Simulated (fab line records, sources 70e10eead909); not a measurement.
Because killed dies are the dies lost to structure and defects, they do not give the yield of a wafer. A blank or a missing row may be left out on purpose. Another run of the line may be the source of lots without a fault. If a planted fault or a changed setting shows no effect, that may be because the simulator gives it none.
Problem report in the 8D (eight disciplines) form, filled by code ; flow nand harc ; the parts of the form that need people (team, actions taken, sign-off) are left out

== 1. THE PROBLEM ==
Wafers without a fault read 75, standard deviation 26; raw defect count at NHARC_A_CHANNEL_HOLE_D1_INSPECT_40 reads a mean of 1175 on 6 wafers belonging to 2 lots. That is +42 standard deviations from the usual mean.
Seen first at day 14 23:35 on defect inspect-01, wafer L427.1. Wafers with a number at this step in the record: 30, from 10 lots. By rule, "out" or "out of limits" means more than 4 standard deviations away from the usual mean. Any other wafer with a number is counted as sound.

== 2. WHAT IT IS, WHAT IT ISN'T ==
question;is;is not
which readings at this step;raw defect count;-
which lots;L427, L429;L413, L414, L415, L417, L423, L430, L435, L436
which wafers of those lots;all that have a number;-
read on which gauges;defect inspect-01;defect inspect-02
when;from day 14 23:35;"up to then (15 sound wafers); but 9 sound wafers of L430, L435, L436 came after"

== 3. WHAT RULES OUT EACH SUSPECT ==
Counting: a tool at a process step up to the reading stays a suspect if it ran every lot that is out and no sound lot after the first of them.
- the gauge at NHARC_A_CHANNEL_HOLE_D1_INSPECT_40: kept. All the wafers that are out were read on defect inspect-01, and no step on other tools shows them out.
- har etch-02 at NHARC_A_CHANNEL_HOLE_D1_ETCH_19 (etches the open film in C4F8/O2/Ar, time 34.5 s): ruled out as a lasting fault. Following L427 (day 14 13:46), the first lot on it that is out, the sound lots L436 were run on it.
- har etch-02 at NHARC_A_CHANNEL_HOLE_D1_ETCH_22 (etches the open film in C4F8/O2/Ar, time 666.7 s, target depth 1600 nm): ruled out as a lasting fault. Following L427 (day 14 15:29), the first lot on it that is out, the sound lots L436 were run on it.
- har etch-02 at NHARC_A_CHANNEL_HOLE_D1_ETCH_23 (etches the open film in C4F8/O2/Ar, time 819 s, target depth 1600 nm): ruled out as a lasting fault. Following L427 (day 14 16:37), the first lot on it that is out, the sound lots L436 were run on it.
- rie diel-12 at NHARC_A_CHANNEL_HOLE_D1_ETCH_44 (etches the open film in CF4/O2, target depth 140 nm, overetch 14 nm, time 77 s): ruled out as a lasting fault. Following L427 (day 14 22:37), the first lot on it that is out, the sound lots L436 were run on it.
After counting, what remains is defect inspect-01 at NHARC_A_CHANNEL_HOLE_D1_INSPECT_40.

== 4. THE CAUSE (what the simulator had put in) ==
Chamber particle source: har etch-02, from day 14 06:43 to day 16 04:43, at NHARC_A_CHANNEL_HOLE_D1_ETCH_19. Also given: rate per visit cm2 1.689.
The count ruled it out by mistake, since the rule takes a fault to strike every lot its tool runs from the start of the fault on, and this one did not do so.

== 5. THE CHAIN OF EFFECTS, in route order ==
Rows list readings where the struck wafers' mean (over those with a number) sits beyond 3 standard deviations from the usual. Scope: only readings with a usual standard deviation given in the record; hours: median across lots of the time from each lot's start at the first step in this table that gives one to its start at this step; sigmas: change in usual standard deviations.
hours;step;reading;usual;on struck wafers;change;sigmas
0;NHARC_A_CHANNEL_HOLE_D1_INSPECT_40;raw defect count;75;1175;+1100;+42
383;NHARC_END_SORT_01;killed at array;46;105;+59;+3.9
383;NHARC_END_SORT_01;killed dies;50;108;+58;+3.9

== 6. WHAT WOULD HAVE CAUGHT IT SOONER ==
In this record the first reading out of limits at a measuring or inspecting step was taken at day 14 23:35, 17 hours after the fault began at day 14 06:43.
Tool readings at NHARC_A_CHANNEL_HOLE_D1_ETCH_19 with a usual standard deviation given in the record: none out on any struck wafer, hence no alarm at a limit of 4 standard deviations on them.
